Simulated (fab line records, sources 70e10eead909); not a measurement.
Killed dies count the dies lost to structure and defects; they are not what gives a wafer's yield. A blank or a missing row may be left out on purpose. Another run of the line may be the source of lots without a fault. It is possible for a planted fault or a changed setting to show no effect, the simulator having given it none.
Matching of chambers + flow nand harc + rie si-06 running NHARC_A_DECK1_JOINT_ETCHBACK_00: 4 sister chambers
The step etches the open film in HBr, target depth 30 nm, time 17.4 s. 7 wafers are shown with their chamber, then 9 later ones without.

== WAFERS WITH THEIR CHAMBER ==
| wafer  | chamber | drypump motor current A (A) | oes product au (a.u.) |
|--------|---------|-----------------------------|-----------------------|
| L076.1 | 1       | 5.4                         | 0.994                 |
| L078.5 | 3       | 6.3                         | 0.985                 |
| L086.4 | 3       | 6.3                         | 0.988                 |
| L086.5 | 0       | 5.9                         | 0.994                 |
| L087.1 | 2       | 5.3                         | 0.991                 |
| L087.4 | 0       | 5.8                         | 0.985                 |
| L087.6 | 2       | 5.3                         | 0.981                 |

== WAFERS WHOSE CHAMBER IS MISSING ==
| wafer  | drypump motor current A (A) | oes product au (a.u.) |
|--------|-----------------------------|-----------------------|
| L088.1 | 5.3                         | 0.994                 |
| L088.2 | 5.3                         | 0.995                 |
| L088.4 | 6.3                         | 0.992                 |
| L094.1 | 5.4                         | 0.990                 |
| L094.4 | 5.3                         | 0.987                 |
| L094.5 | 5.9                         | 0.984                 |
| L097.2 | 5.4                         | 0.993                 |
| L097.5 | 5.3                         | 1.001                 |
| L097.6 | 6.3                         | 0.996                 |

== WHICH CHAMBER EACH ONE RAN IN ==
| wafer  | from the rows above     | in truth |
|--------|-------------------------|----------|
| L088.1 | can't be placed: 2 or 1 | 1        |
| L088.2 | can't be placed: 2 or 1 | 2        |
| L088.4 | 3                       | 3        |
| L094.1 | can't be placed: 1 or 2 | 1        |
| L094.4 | 2                       | 2        |
| L094.5 | 0                       | 0        |
| L097.2 | 1                       | 1        |
| L097.5 | can't be placed: 2 or 1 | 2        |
| L097.6 | 3                       | 3        |
Correctly placed: 5 of 9. Cannot be placed on the basis of these rows: 4; the candidates contain the true chamber in 4. Wrongly placed: 0.
How it was worked out, from the rows above alone: a wafer's distance from a chamber is the root of the sum, over the readings, of the square of ((its reading less the chamber's mean) divided by the reading's scatter). The wafer belongs to the nearest chamber; if the next one is less than 2 further off, it can't be placed. The mean given for a chamber averages the wafers shown for that chamber. How the scatter is found: for the shown wafers, subtract from each reading the mean of its chamber, square and add these, divide the total by (wafers less chambers), then take the root.
